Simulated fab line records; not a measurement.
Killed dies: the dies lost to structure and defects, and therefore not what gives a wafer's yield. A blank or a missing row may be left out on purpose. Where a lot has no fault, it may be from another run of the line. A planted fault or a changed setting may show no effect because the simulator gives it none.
Which tool was responsible?	flow n5 finfet	10 lots, 29 wafers sampled, at 6 steps of a route of 1938

WHAT THE GAUGES SHOWED, per wafer
N5_STI_FIN_REVEAL_FIN_H_MEAS_10. Usual: trench depth nm 52.4 nm, standard deviation 0.67.
lot	measured	on	trench depth nm (nm)	flag
L917	day 2 15:17	ocd-02	52.4 51.7 52.5	
L918	day 2 20:40	ocd-01	52.9 52.0 52.6	
L919	day 3 02:06	ocd-01	52.0 52.4 52.4	
L920	day 3 07:05	ocd-01	52.7 51.8 52.3	
L921	day 3 16:41	ocd-01	52.3 51.4 50.8	
L928	day 5 10:10	ocd-01	53.7 52.5 53.2	
L930	day 5 23:07	ocd-02	51.0 52.3 51.9	
L931	day 6 05:30	ocd-02	51.4 52.1 53.1	
L936	day 7 07:17	ocd-02	51.5 51.6	
L940	day 9 05:53	ocd-01	52.8 52.5 51.6	

N5_STI_FIN_REVEAL_INSPECT_13: inspects for defects (darkfield). Usual: raw defect count 12, standard deviation 5.3.
lot	measured	on	raw defect count	flag
L917	day 2 15:22	defect inspect-02	13 14 15	
L918	day 2 20:45	defect inspect-01	5 15 5	
L919	day 3 02:11	defect inspect-02	11 8 10	
L920	day 3 07:10	defect inspect-01	10 7 6	
L921	day 3 16:46	defect inspect-01	8 11 14	
L928	day 5 10:16	defect inspect-02	645 10 624	OFF
L930	day 5 23:11	defect inspect-01	6 628 11	OFF
L931	day 6 05:35	defect inspect-02	7 11 17	
L936	day 7 07:22	defect inspect-01	9 14	
L940	day 9 05:58	defect inspect-01	20 18 18	

N5_DUMMY_GATE_THK_MEAS_05. Usual: thk nm 71.8 nm, standard deviation 1.2.
lot	measured	on	thk nm (nm)	flag
L917	day 2 19:36	film metro-01	73.4 74.1 71.3	
L918	day 3 01:56	film metro-01	70.2 74.4 72.4	
L919	day 3 09:27	film metro-02	71.2 71.2 70.1	
L920	day 3 13:38	film metro-01	74.0 70.1 73.0	
L921	day 3 23:01	film metro-02	70.3 71.3 71.2	
L928	day 5 15:16	film metro-02	71.8 70.3 73.5	
L930	day 6 03:46	film metro-01	70.5 71.6 70.0	
L931	day 6 09:47	film metro-01	72.8 71.8 73.1	
L936	day 7 12:43	film metro-01	71.4 72.5	
L940	day 9 10:09	film metro-01	70.3 71.1 71.6	

N5_BEOL_M4_RC_MEAS_101. Usual: DIBL_N 36.2 mV/V, standard deviation 1.5; DIBL_P 36.4 mV/V, standard deviation 2.1; IOFF_N 0.16 nA/um, standard deviation 0.031; IOFF_P 0.21 nA/um, standard deviation 0.037; ION_N 679 uA/um, standard deviation 11; ION_P 465 uA/um, standard deviation 7.7; SS_N 71.4 mV/dec, standard deviation 0.55; SS_P 73.2 mV/dec, standard deviation 0.63; VT_N 249 mV, standard deviation 3.3; VT_P -250 mV, standard deviation 3.4.
lot	measured	on	DIBL_N (mV/V)	DIBL_P (mV/V)	IOFF_N (nA/um)	IOFF_P (nA/um)	ION_N (uA/um)	ION_P (uA/um)	SS_N (mV/dec)	SS_P (mV/dec)	VT_N (mV)	VT_P (mV)	flag
L917	day 8 03:11	prober-02	36.6 37.2 39.9	38.2 38.7 40.6	0.15 0.17 0.22	0.21 0.21 0.24	675 677 694	463 462 465	72.2 71.7 72.0	74.0 73.7 74.3	249 247 244	-253 -252 -250	
L918	day 7 23:35	prober-02	35.3 39.2 34.3	34.8 39.8 33.7	0.16 0.24 0.13	0.19 0.28 0.18	679 696 673	465 470 456	71.8 72.5 71.5	73.6 74.4 72.1	246 243 251	-251 -245 -254	
L919	day 8 08:12	prober-01	34.9 33.9 35.2	32.6 32.0 33.4	0.12 0.12 0.12	0.14 0.14 0.16	657 679 667	449 461 458	71.3 71.2 72.2	72.2 71.5 72.7	255 252 252	-257 -254 -254	
L920	day 8 15:56	prober-02	35.4 35.4 35.0	37.8 38.0 38.6	0.16 0.16 0.16	0.21 0.22 0.22	684 673 680	464 463 469	71.1 71.4 71.7	73.1 74.1 72.9	250 252 246	-249 -249 -248	
L921	day 9 02:04	prober-01	36.2 36.6 36.1	35.0 36.3 35.0	0.17 0.18 0.16	0.23 0.25 0.24	682 670 667	467 465 464	72.2 71.1 71.3	73.1 73.9 74.1	249 248 251	-249 -244 -244	
L928	day 10 20:01	prober-02	32.9 34.6 35.7	34.8 36.6 38.1	0.12 0.14 0.16	0.17 0.19 0.21	679 674 683	470 462 466	70.5 70.4 71.0	72.2 72.8 73.8	253 253 252	-253 -251 -252	
L930	day 11 13:28	prober-01	38.1 36.2 38.5	37.1 34.5 36.3	0.21 0.17 0.20	0.23 0.20 0.22	688 685 688	457 465 464	72.2 71.8 71.9	73.6 73.4 73.7	243 244 248	-248 -252 -250	
L931	day 11 14:49	prober-01	37.4 35.4 37.1	36.0 35.0 36.2	0.17 0.14 0.16	0.22 0.20 0.22	666 672 683	461 463 470	72.2 71.1 72.7	73.8 73.4 73.7	253 254 253	-248 -253 -249	
L936	day 12 18:43	prober-02	34.6 35.2	34.6 34.7	0.13 0.13	0.20 0.20	650 659	458 460	71.4 71.3	72.5 72.6	249 250	-248 -247	
L940	day 14 04:31	prober-02	35.0 36.9 37.2	35.3 36.5 36.8	0.16 0.17 0.19	0.21 0.21 0.22	693 682 680	463 467 465	70.4 72.3 71.8	73.5 74.0 74.4	248 251 248	-250 -249 -250	

WHICH TOOL RAN EACH LOT (tool, then ch and the chambers of the sampled wafers, then the start)
lot	N5_STI_FIN_REVEAL_ALD_00	N5_STI_FIN_REVEAL_OXIDATION_33
L917	ald sin-02 ch 0,3, day 2 06:34	plasma asher-02 ch 0,1, day 2 15:02
L918	ald sin-02 ch 0,1, day 2 11:22	plasma asher-02 ch 0,1, day 2 20:28
L919	ald sin-02 ch 1,3, day 2 16:40	plasma asher-01 ch 0,1, day 3 01:54
L920	ald sin-01 ch 0,1,2, day 2 22:26	plasma asher-01 ch 0,1, day 3 06:53
L921	ald sin-04 ch 0,1,2, day 3 07:16	plasma asher-01 ch 0,1, day 3 16:29
L928	ald sin-04 ch 0,2,3, day 5 01:08	plasma asher-02 ch 0,1, day 5 09:58
L930	ald sin-01 ch 0,2, day 5 14:08	plasma asher-02 ch 0,1, day 5 22:55
L931	ald sin-01 ch 0,2, day 5 20:01	plasma asher-01 ch 0,1, day 6 05:19
L936	ald sin-02 ch 0,1, day 6 22:26	plasma asher-01 ch 1, day 7 07:05
L940	ald sin-04 ch 0,1,3, day 8 18:44	plasma asher-02 ch 0,1, day 9 05:39
- N5_STI_FIN_REVEAL_ALD_00: deposits SiO2, target thk 1 nm, pulse time 1 s.
- N5_STI_FIN_REVEAL_OXIDATION_33: chemistry O2 PLASMA REMOTE, time 20 s.

WHAT THE TOOLS THEMSELVES READ (means of the sampled wafers that have a number; where no wafer has one, the mark that the record gives instead)
N5_STI_FIN_REVEAL_ALD_00. Usual: heater power w 468 W, standard deviation 42; precursor pulse height rel 0.998, standard deviation 0.018.
lot	tool	heater power w (W)	precursor pulse height rel	flag
L917	ald sin-02	498	0.988	
L918	ald sin-02	474	1.008	
L919	ald sin-02	449	1.002	
L920	ald sin-01	426	1.000	
L921	ald sin-04	504	1.022	
L928	ald sin-04	475	0.999	
L930	ald sin-01	430	0.991	
L931	ald sin-01	438	1.005	
L936	ald sin-02	480	1.010	
L940	ald sin-04	500	0.985	

N5_STI_FIN_REVEAL_OXIDATION_33. Usual: drypump motor current A 5.9 A, standard deviation 0.56; heater power w 138 W, standard deviation 11.
lot	tool	drypump motor current A (A)	heater power w (W)	flag
L917	plasma asher-02	5.2	135	
L918	plasma asher-02	5.2	139	
L919	plasma asher-01	6.1	133	
L920	plasma asher-01	6.2	140	
L921	plasma asher-01	6.2	140	
L928	plasma asher-02	5.2	137	
L930	plasma asher-02	5.6	144	
L931	plasma asher-01	6.1	132	
L936	plasma asher-01	6.4	144	
L940	plasma asher-02	5.2	139	

THE ANSWER, worked out from the rows above alone
Rule: a lot is off if the mean of its wafers that have a number lies more than 3 standard deviations from the usual mean. Also off: a lot with no number at a reading for which 4 or more lots have one. All remaining lots with rows at the step are treated as sound. First the gauges in route order, then the tools' own readings, where a lot's mean is used as printed above. At the first step where some lot is off, the reading lying furthest off is the one used; lots without a number count as furthest.
Off, at N5_STI_FIN_REVEAL_INSPECT_13 on raw defect count: L928, L930.
A tool fits if, at a process step before that reading, it ran every lot that is off, and no sound lot after the first of them. Those tools and the gauges at N5_STI_FIN_REVEAL_INSPECT_13 are tried in the same way. None of those tried fits.

WHAT THE SIMULATOR PUT IN
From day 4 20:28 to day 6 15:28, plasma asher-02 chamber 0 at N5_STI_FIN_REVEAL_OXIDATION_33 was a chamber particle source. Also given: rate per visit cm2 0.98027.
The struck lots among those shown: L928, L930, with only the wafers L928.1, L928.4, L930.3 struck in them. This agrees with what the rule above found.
